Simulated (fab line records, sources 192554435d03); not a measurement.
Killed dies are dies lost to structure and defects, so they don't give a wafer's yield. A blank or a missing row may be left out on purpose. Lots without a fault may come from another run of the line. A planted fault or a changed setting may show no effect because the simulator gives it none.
Chamber matching | flow n5_finfet | N5_HKMG_FIN_CMP_23 on cmp-03: 4 sister chambers
The step polishes, stops on SiNx, t overpolish 10 s, target thk 46.326 nm. 8 wafers are shown with their chamber, then 8 later ones without.

WAFERS WITH THEIR CHAMBER
wafer  | chamber | motor_current_A (A) | time_to_endpoint_s (s)
L086.1 | 2       | 13.2                | 12.7
L088.5 | 3       | 11.6                | 11.4
L090.3 | 1       | 12.4                | 12.2
L090.6 | 0       | 11.3                | 12.9
L091.1 | 1       | 13.1                | 10.9
L091.3 | 3       | 11.5                | 11.1
L091.4 | 0       | 11.6                | 9.6
L094.1 | 2       | 13.1                | 15.4

WAFERS WITHOUT THEIR CHAMBER
wafer  | motor_current_A (A) | time_to_endpoint_s (s)
L094.4 | 11.4                | 14.0
L094.6 | 11.3                | 11.7
L095.1 | 13.8                | 12.7
L095.3 | 12.9                | 12.0
L095.4 | 11.4                | 12.0
L096.2 | 13.0                | 11.5
L096.3 | 11.5                | 9.1
L096.4 | 11.1                | 11.2

WHICH CHAMBER EACH WENT THROUGH
wafer  | from the rows above     | in truth
L094.4 | can't be placed: 0 or 3 | 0
L094.6 | can't be placed: 0 or 3 | 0
L095.1 | can't be placed: 2 or 1 | 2
L095.3 | can't be placed: 1 or 2 | 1
L095.4 | can't be placed: 0 or 3 | 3
L096.2 | can't be placed: 1 or 2 | 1
L096.3 | can't be placed: 0 or 3 | 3
L096.4 | can't be placed: 0 or 3 | 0
Placed correctly: 0 of 8. Can't be placed from these rows: 8 (the true chamber is among the candidates in 8). Placed wrongly: 0.
How it was worked out, from the rows above alone: a wafer's distance from a chamber is the root of the sum, over the readings, of the square of ((its reading less the chamber's mean) divided by the reading's scatter). The wafer belongs to the nearest chamber; if the next one is less than 2 further off, it can't be placed. A chamber's mean is the mean of its shown wafers. The scatter: the root of (the sum of the squares of (reading less its chamber's mean) over the shown wafers, divided by (wafers less chambers)).
